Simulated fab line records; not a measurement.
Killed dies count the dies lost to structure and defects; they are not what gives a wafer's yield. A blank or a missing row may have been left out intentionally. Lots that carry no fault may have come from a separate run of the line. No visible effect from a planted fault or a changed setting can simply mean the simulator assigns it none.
Split-lot study / flow n5 finfet / 21 wafers read from 7 lots, route of 1938 steps

## ON THE SPLIT
At N5_BEOL_M11_ETCH_66 (etches SOC in N2/H2, target depth 120 nm, overetch 24 nm, time 180 s), the setting time s was moved away from the recipe's 180 s on 6 of the 21 wafers read, by -15.8% to +21.2%. For the rest of the wafers, this setting stayed at what the recipe calls for.

The reading is taken at the split's own step.

## THE READING
SiARC_of_BEOL_M11_COAT_64.thk nm (the simulator's own value, which no gauge read), in nm, at N5_BEOL_M11_ETCH_66 (etches SOC in N2/H2, target depth 120 nm, overetch 24 nm, time 180 s). The file gives no usual value for it. Across the 15 wafers here that went through the recipe, the average is 22.8 nm and the standard deviation 0.21 nm.

wafer=L074.2; tool, chamber at the split=rie diel-05, 3,1; time s as run, s=180; against the recipe=recipe; SiARC_of_BEOL_M11_COAT_64.thk nm, nm=23; against lot-mates on the recipe=-
wafer=L074.3; tool, chamber at the split=rie diel-05, 3,1; time s as run, s=180; against the recipe=recipe; SiARC_of_BEOL_M11_COAT_64.thk nm, nm=23; against lot-mates on the recipe=-
wafer=L074.5; tool, chamber at the split=rie diel-05, 3; time s as run, s=180; against the recipe=recipe; SiARC_of_BEOL_M11_COAT_64.thk nm, nm=22.8; against lot-mates on the recipe=-
wafer=L076.3; tool, chamber at the split=rie diel-05, 1; time s as run, s=218.2; against the recipe=+21.2%; SiARC_of_BEOL_M11_COAT_64.thk nm, nm=21.6; against lot-mates on the recipe=-1.5
wafer=L076.4; tool, chamber at the split=rie diel-05, 2; time s as run, s=180; against the recipe=recipe; SiARC_of_BEOL_M11_COAT_64.thk nm, nm=23.2; against lot-mates on the recipe=-
wafer=L076.6; tool, chamber at the split=rie diel-05, 3; time s as run, s=180; against the recipe=recipe; SiARC_of_BEOL_M11_COAT_64.thk nm, nm=23; against lot-mates on the recipe=-
wafer=L080.2; tool, chamber at the split=rie diel-05, 1; time s as run, s=151.6; against the recipe=-15.8%; SiARC_of_BEOL_M11_COAT_64.thk nm, nm=24.2; against lot-mates on the recipe=no lot-mate on the recipe
wafer=L080.4; tool, chamber at the split=rie diel-05, 0; time s as run, s=151.6; against the recipe=-15.8%; SiARC_of_BEOL_M11_COAT_64.thk nm, nm=23.6; against lot-mates on the recipe=no lot-mate on the recipe
wafer=L080.6; tool, chamber at the split=rie diel-05, 3; time s as run, s=151.6; against the recipe=-15.8%; SiARC_of_BEOL_M11_COAT_64.thk nm, nm=24; against lot-mates on the recipe=no lot-mate on the recipe
wafer=L082.1; tool, chamber at the split=rie diel-06, 1; time s as run, s=180; against the recipe=recipe; SiARC_of_BEOL_M11_COAT_64.thk nm, nm=23; against lot-mates on the recipe=-
wafer=L082.2; tool, chamber at the split=rie diel-06, 3; time s as run, s=180; against the recipe=recipe; SiARC_of_BEOL_M11_COAT_64.thk nm, nm=22.6; against lot-mates on the recipe=-
wafer=L082.5; tool, chamber at the split=rie diel-06, 0; time s as run, s=165.3; against the recipe=-8.2%; SiARC_of_BEOL_M11_COAT_64.thk nm, nm=23.6; against lot-mates on the recipe=+0.8
wafer=L083.2; tool, chamber at the split=rie diel-05, 1; time s as run, s=180; against the recipe=recipe; SiARC_of_BEOL_M11_COAT_64.thk nm, nm=23; against lot-mates on the recipe=-
wafer=L083.4; tool, chamber at the split=rie diel-05, 2; time s as run, s=205.5; against the recipe=+14.2%; SiARC_of_BEOL_M11_COAT_64.thk nm, nm=22; against lot-mates on the recipe=-0.7
wafer=L083.6; tool, chamber at the split=rie diel-05, 0; time s as run, s=180; against the recipe=recipe; SiARC_of_BEOL_M11_COAT_64.thk nm, nm=22.4; against lot-mates on the recipe=-
wafer=L089.3; tool, chamber at the split=rie diel-06, 2; time s as run, s=180; against the recipe=recipe; SiARC_of_BEOL_M11_COAT_64.thk nm, nm=22.8; against lot-mates on the recipe=-
wafer=L089.5; tool, chamber at the split=rie diel-06, 2; time s as run, s=180; against the recipe=recipe; SiARC_of_BEOL_M11_COAT_64.thk nm, nm=22.8; against lot-mates on the recipe=-
wafer=L089.4; tool, chamber at the split=rie diel-06, 3; time s as run, s=180; against the recipe=recipe; SiARC_of_BEOL_M11_COAT_64.thk nm, nm=22.6; against lot-mates on the recipe=-
wafer=L087.2; tool, chamber at the split=rie diel-06, 0; time s as run, s=180; against the recipe=recipe; SiARC_of_BEOL_M11_COAT_64.thk nm, nm=22.8; against lot-mates on the recipe=-
wafer=L087.4; tool, chamber at the split=rie diel-06, 2,3; time s as run, s=180; against the recipe=recipe; SiARC_of_BEOL_M11_COAT_64.thk nm, nm=22.6; against lot-mates on the recipe=-
wafer=L087.6; tool, chamber at the split=rie diel-06, 2,3; time s as run, s=180; against the recipe=recipe; SiARC_of_BEOL_M11_COAT_64.thk nm, nm=22.6; against lot-mates on the recipe=-
The file does not say which wafer passed through which chamber wherever a row lists several chambers: such a row stands for several wafers.

THE FIT
A straight line over all 21 wafers: SiARC_of_BEOL_M11_COAT_64.thk nm changes by -0.0655 nm for each +1% of time s; r = -0.93; the points scatter about the line by 0.23 nm.
The same after taking each lot's own level away (the mean of its wafers on the recipe; 18 wafers): -0.0682 nm for each +1%; r = -0.93; scatter 0.17 nm.
That fit puts the effect of the largest move of time s on the reading at 1.4 nm.
The lots' own levels span 22.67 to 23.10 nm, that is 2.0 times the standard deviation above.
The two slopes are in agreement: the lot-to-lot level therefore moves the slope only a little.
Check: -1.29 nm against its lot-mates is what the line predicts for one of the wafers moved furthest among these (+21.2%) when that wafer is left out of the fit. It came out at -1.5 nm against them.

## ADDITIONAL SPLITS CARRIED BY THESE WAFERS
Note: prior to the reading, these wafers also went through further splits. Each is held against what the fit with the lots' levels taken away leaves over:
other split on the same wafers=N5_BEOL_M9_DESCUM_16 time s; wafers away from the commonest value=7; r with SiARC_of_BEOL_M11_COAT_64.thk nm (lot level and that fit taken away)=-0.31
other split on the same wafers=N5_BEOL_M10_COAT_05 spin rpm; wafers away from the commonest value=5; r with SiARC_of_BEOL_M11_COAT_64.thk nm (lot level and that fit taken away)=+0.21
other split on the same wafers=N5_BEOL_M10_ETCH_62 time s; wafers away from the commonest value=9; r with SiARC_of_BEOL_M11_COAT_64.thk nm (lot level and that fit taken away)=-0.45

## THE FILE'S OWN FIT
SiARC_of_BEOL_M11_COAT_64.thk nm changes by -0.0673 nm for each +1% of time s, r = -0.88.
